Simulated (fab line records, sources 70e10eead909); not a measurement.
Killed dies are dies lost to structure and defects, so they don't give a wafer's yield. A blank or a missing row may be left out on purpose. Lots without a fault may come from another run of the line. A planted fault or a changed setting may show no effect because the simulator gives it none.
Which tool did it? | flow nand_harc | 11 lots, 33 wafers sampled, at 4 steps of a route of 1302

WHAT THE GAUGES READ, wafer by wafer
NHARC_A_CHANNEL_HOLE_D2_INSPECT_40.
lot  | measured     | on                | raw_defect_count
L252 | day 13 11:35 | defect_inspect-02 | 379 263 242
L251 | day 13 12:43 | defect_inspect-02 | 181 183 148
L253 | day 14 16:14 | defect_inspect-02 | 305 275 400
L254 | day 14 20:25 | defect_inspect-01 | 214 266 303
L255 | day 15 00:44 | defect_inspect-02 | 413 341 404
L258 | day 16 06:52 | defect_inspect-02 | 238 222 238
L265 | day 19 18:24 | defect_inspect-02 | 918 840 910
L266 | day 19 22:31 | defect_inspect-02 | 784 767 781
L272 | day 22 15:02 | defect_inspect-01 | 189 155 230
L274 | day 23 01:40 | defect_inspect-01 | 365 343 289
L273 | day 23 06:16 | defect_inspect-02 | 192 306 237

WHICH TOOL RAN EACH LOT (tool, then ch and the chambers of the sampled wafers, then the start)
lot  | NHARC_A_CHANNEL_HOLE_D2_ETCH_19  | NHARC_A_CHANNEL_HOLE_D2_ETCH_27  | NHARC_A_CHANNEL_HOLE_D2_XSEM_32
L252 | har_etch-02 ch 0,1, day 13 05:54 | har_etch-02 ch 0,1, day 13 09:55 | xsem-02 ch 0, day 13 11:29
L251 | har_etch-01 ch 0,1, day 13 07:02 | har_etch-01 ch 0,1, day 13 11:01 | xsem-01 ch 0, day 13 12:37
L253 | har_etch-01 ch 0,1, day 14 10:34 | har_etch-01 ch 0,1, day 14 14:34 | xsem-01 ch 0, day 14 16:08
L254 | har_etch-01 ch 0,1, day 14 14:41 | har_etch-01 ch 0,1, day 14 18:41 | xsem-01 ch 0, day 14 20:19
L255 | har_etch-01 ch 0, day 14 18:52   | har_etch-01 ch 0, day 14 22:51   | xsem-02 ch 0, day 15 00:38
L258 | har_etch-01 ch 0,1, day 16 01:09 | har_etch-01 ch 0,1, day 16 05:10 | xsem-02 ch 0, day 16 06:47
L265 | har_etch-01 ch 0,1, day 19 12:43 | har_etch-01 ch 0,1, day 19 16:40 | xsem-02 ch 0, day 19 18:18
L266 | har_etch-01 ch 0,1, day 19 16:54 | har_etch-01 ch 0,1, day 19 20:53 | xsem-01 ch 0, day 19 22:26
L272 | har_etch-02 ch 0,1, day 22 09:22 | har_etch-02 ch 0,1, day 22 13:20 | xsem-01 ch 0, day 22 14:56
L274 | har_etch-01 ch 0,1, day 22 19:59 | har_etch-01 ch 0,1, day 22 23:59 | xsem-02 ch 0, day 23 01:34
L273 | har_etch-02 ch 0,1, day 23 00:35 | har_etch-02 ch 0,1, day 23 04:36 | xsem-01 ch 0, day 23 06:11
- NHARC_A_CHANNEL_HOLE_D2_ETCH_19: etches the open film in C4F8/O2/Ar, time 34.5 s.
- NHARC_A_CHANNEL_HOLE_D2_ETCH_27: etches the open film in C4F8/O2/Ar, time 90 s, target depth 400 nm.
- NHARC_A_CHANNEL_HOLE_D2_XSEM_32

THE ANSWER, worked out from the rows above alone
Rule: what is usual is taken from the lots themselves. Put in order of their means at a reading, lots are off if they are a third of the lots or fewer, leave a main group of 4 or more, and stand apart from it by a gap of 3 or more times the standard deviation of the main group's means; of several such gaps the widest counts. A main group whose means are all the same, to the digits that the tables above print for the reading, isn't used. A lot without any number at a reading at which 4 lots or more have one is off too. The other lots that the step has rows for count as sound.
Off: L265, L266, at NHARC_A_CHANNEL_HOLE_D2_INSPECT_40 (raw_defect_count). The main group: mean 271, standard deviation 66.
A tool fits if, at a process step before that reading, it ran every lot that is off, and no sound lot after the first of them. The gauges at NHARC_A_CHANNEL_HOLE_D2_INSPECT_40 are tried like those tools. None of those tried fits.

WHAT THE SIMULATOR HAD PUT IN
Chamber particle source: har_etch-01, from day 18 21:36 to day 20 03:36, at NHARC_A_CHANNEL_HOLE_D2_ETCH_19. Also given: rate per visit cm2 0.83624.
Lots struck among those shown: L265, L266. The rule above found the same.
